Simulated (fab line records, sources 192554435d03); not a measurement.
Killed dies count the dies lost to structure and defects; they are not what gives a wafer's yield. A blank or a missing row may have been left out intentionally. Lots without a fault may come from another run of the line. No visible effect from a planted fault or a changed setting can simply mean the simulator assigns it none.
A lot that was struck, set against a sound lot -- flow n5-finfet -- 16 steps out of a route of 1938
Sound: the wafers L127.2, L127.3, L127.4. Wafers struck: L119.1, L119.4, L119.5. At the end, the cause is stated.
At each step with rows: each side's tool, then ch and its chambers, then its first start. Under that, the readings that differ: sound wafers -- struck wafers -- difference of the means -- sigmas: that difference in standard deviations of wafers without a fault.
alike: readings with means less than 2 such deviations apart, plus words and numbers identical on both sides. not compared: withheld readings, readings lacking a value on some wafer, bounds such as >300 that could conceal the same value, and numbers that have no deviation in the record and whose values overlap.
Wherever a step has rows on one side only, a row that says differs or no value, or a row with sigmas, the two part there. Numbers that don't overlap but have no deviation are shown without sigmas and don't part them. Lack of a reading on every wafer of one side parts them only where that side has two or more wafers.

first, 7 steps without rows for these wafers: N5_WELL_APT_COAT_02 (resist thk 950 nm); N5_WELL_APT_EBR_04; N5_WELL_APT_SOFTBAKE_03 (time 60 s); N5_WELL_APT_EXPOSE_05 (exposes mask NWELL, defocus 0 nm, target cd 200 nm); N5_WELL_APT_PEB_06 (peb time 90 s); N5_WELL_APT_DEVELOP_07 (develop time 45 s); N5_WELL_APT_HARDBAKE_12 (time 120 s).
N5_WELL_APT_CD_MEAS_08 targets a cd of 200 nm.
  sound on cd-sem-02 ch 0, day 5 07:47; struck on cd-sem-01 ch 0, day 3 07:49
  alike: cd-nm
N5_WELL_APT_OVL_MEAS_09:
  sound on overlay-01 ch 0, day 5 07:49; struck on overlay-01 ch 0, day 3 07:51
  alike: NWELL_OVL
N5_WELL_APT_INSPECT_10: inspects for defects (macro).
  sound: defect-inspect-02 at day 5 07:50; struck: defect-inspect-01 at day 3 07:53
reading,sound,struck,difference,sigmas
raw-defect-count,3 1 0,7 6 4,+4,+3
N5_WELL_APT_DESCUM_13: chemistry O2, time 7.9 s.
  sound on rie-diel-03 ch 0,1,3, day 5 08:07; struck on rie-diel-02 ch 0,3, day 3 07:55
  alike: drypump-motor-current-A, oes-product-au, rf-vpp-V, showerhead-plenum-p-Torr, throttle-valve-pct
  not compared: rf-hours-counter-h
next, for these wafers, 1 step has no rows: N5_WELL_APT_IMPLANT_14.
N5_WELL_APT_IMPLANT_15:
  sound on implanter-02 ch 0, day 5 08:25; struck on implanter-01 ch 0, day 3 08:32
then, 1 step without rows for these wafers: N5_WELL_APT_STRIP_16 (strips in SPM, time 900 s).
-- the record jumps here: 7 days lie between the struck wafers' starts before and after (it left off in module WELL_APT and takes up again in module BEOL_M4, whose first step shown is number 1111 of the route) --
N5_BEOL_M4_RC_MEAS_101:
  sound on prober-02 ch 0, day 11 12:47; struck on prober-02 ch 0, day 10 12:46
reading,sound,struck,difference,sigmas
ION_P (uA/um),452 462 455,479 471 476,+19,+3
VT_P (mV),-256 -252 -255,-245 -247 -245,+9,+2
  alike: DIBL_N, DIBL_P, IOFF_N, IOFF_P, ION_N, SS_N, SS_P, VT_N
-- here the record skips 4 days between the struck wafers' starts before and after, leaving off in module BEOL_M4 and picking up in module PASSIVATION (first step shown: number 1936 of the route) --
N5_PASSIVATION_PROBE_49:
  rows exist in the record for the struck wafers here (prober-01, day 14 08:08), but not for the sound ones

## WHERE THEY PART
Last at N5_PASSIVATION_PROBE_49 as far as this record goes, first at N5_WELL_APT_INSPECT_10.

WHY: whatever the simulator had introduced
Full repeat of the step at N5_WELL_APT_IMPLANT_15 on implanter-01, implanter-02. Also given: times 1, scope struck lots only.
